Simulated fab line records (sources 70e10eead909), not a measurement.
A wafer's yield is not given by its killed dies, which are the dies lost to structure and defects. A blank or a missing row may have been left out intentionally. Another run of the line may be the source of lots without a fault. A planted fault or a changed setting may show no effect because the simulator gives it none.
Matching of chambers -- flow nand harc -- NHARC_A_SLIT_ETCH_29 on rie diel-08 has 4 sister chambers
The step etches the open film in CF4/O2, target depth 100 nm, overetch 10 nm, time 55 s. 4 wafers are shown with their chamber, then 7 later ones without.

## WAFERS, EACH WITH ITS CHAMBER
wafer,chamber,showerhead plenum p Torr (Torr)
L485.4,3,1.32
L493.1,0,1.40
L497.1,2,1.43
L497.2,1,1.39

## WAFERS WHOSE CHAMBER IS MISSING
wafer,showerhead plenum p Torr (Torr)
L497.4,1.32
L498.2,1.39
L498.3,1.40
L498.6,1.42
L500.2,1.32
L500.3,1.40
L500.6,1.42

## CHAMBER TAKEN BY EACH
wafer,from the rows above,in truth
L497.4,3,3
L498.2,can't be placed: 1 or 0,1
L498.3,can't be placed: 0 or 1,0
L498.6,can't be placed: 2 or 0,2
L500.2,3,3
L500.3,can't be placed: 0 or 1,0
L500.6,can't be placed: 2 or 0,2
Placed correctly: 2 of 7. These rows do not allow placing 5 (true chamber among the candidates in 5). Wrongly placed: 0.
How it was worked out, from the rows above alone: a wafer's distance from a chamber is the root of the sum, over the readings, of the square of ((its reading less the chamber's mean) divided by the reading's scatter). If the next closest chamber is less than 2 further off than the closest, the wafer can't be placed; otherwise it belongs to the closest. Each chamber's mean is taken over the wafers shown for it. The scatter: root of mean squared gap, hidden wafer to nearest shown wafer, with one shown wafer a chamber.
